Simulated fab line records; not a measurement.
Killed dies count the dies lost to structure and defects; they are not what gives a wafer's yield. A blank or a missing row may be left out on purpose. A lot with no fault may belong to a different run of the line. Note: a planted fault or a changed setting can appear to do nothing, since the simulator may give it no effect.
Matching of chambers / flow n5Finfet / 4 sister chambers for N5_BEOL_M11_VIA_ETCH_34 on rieDiel-05
The step etches SiCOH lowk in C4F6/O2, target depth 184.5 nm, time 69.2 s. 8 wafers are shown with their chamber, then 7 later ones without.

WAFERS, EACH WITH ITS CHAMBER
wafer=L077.4; chamber=3; drypumpMotorCurrentA (A)=5.4; rfVppV (V)=667
wafer=L078.2; chamber=0; drypumpMotorCurrentA (A)=4.9; rfVppV (V)=682
wafer=L084.1; chamber=3; drypumpMotorCurrentA (A)=5.4; rfVppV (V)=668
wafer=L084.3; chamber=0; drypumpMotorCurrentA (A)=4.9; rfVppV (V)=682
wafer=L089.4; chamber=2; drypumpMotorCurrentA (A)=5.7; rfVppV (V)=633
wafer=L089.6; chamber=1; drypumpMotorCurrentA (A)=6.1; rfVppV (V)=673
wafer=L091.1; chamber=2; drypumpMotorCurrentA (A)=5.7; rfVppV (V)=634
wafer=L091.2; chamber=1; drypumpMotorCurrentA (A)=6.2; rfVppV (V)=669

WAFERS WHOSE CHAMBER IS MISSING
wafer=L091.4; drypumpMotorCurrentA (A)=5.0; rfVppV (V)=682
wafer=L094.4; drypumpMotorCurrentA (A)=5.6; rfVppV (V)=635
wafer=L094.5; drypumpMotorCurrentA (A)=5.7; rfVppV (V)=634
wafer=L094.6; drypumpMotorCurrentA (A)=5.4; rfVppV (V)=667
wafer=L095.1; drypumpMotorCurrentA (A)=5.4; rfVppV (V)=669
wafer=L095.3; drypumpMotorCurrentA (A)=5.6; rfVppV (V)=632
wafer=L095.6; drypumpMotorCurrentA (A)=5.6; rfVppV (V)=634

THE CHAMBER EACH PASSED THROUGH
wafer=L091.4; from the rows above=0; in truth=0
wafer=L094.4; from the rows above=2; in truth=2
wafer=L094.5; from the rows above=2; in truth=2
wafer=L094.6; from the rows above=3; in truth=3
wafer=L095.1; from the rows above=3; in truth=3
wafer=L095.3; from the rows above=2; in truth=2
wafer=L095.6; from the rows above=2; in truth=2
7 of 7 placed correctly. From these rows, 0 cannot be placed. 0 placed wrongly.
How it was worked out, from the rows above alone: a wafer's distance from a chamber is the root of the sum, over the readings, of the square of ((its reading less the chamber's mean) divided by the reading's scatter). If the next closest chamber is less than 2 further off than the closest, the wafer can't be placed; otherwise it belongs to the closest. The mean given for a chamber averages the wafers shown for that chamber. The scatter: the root of (the sum of the squares of (reading less its chamber's mean) over the shown wafers, divided by (wafers less chambers)).
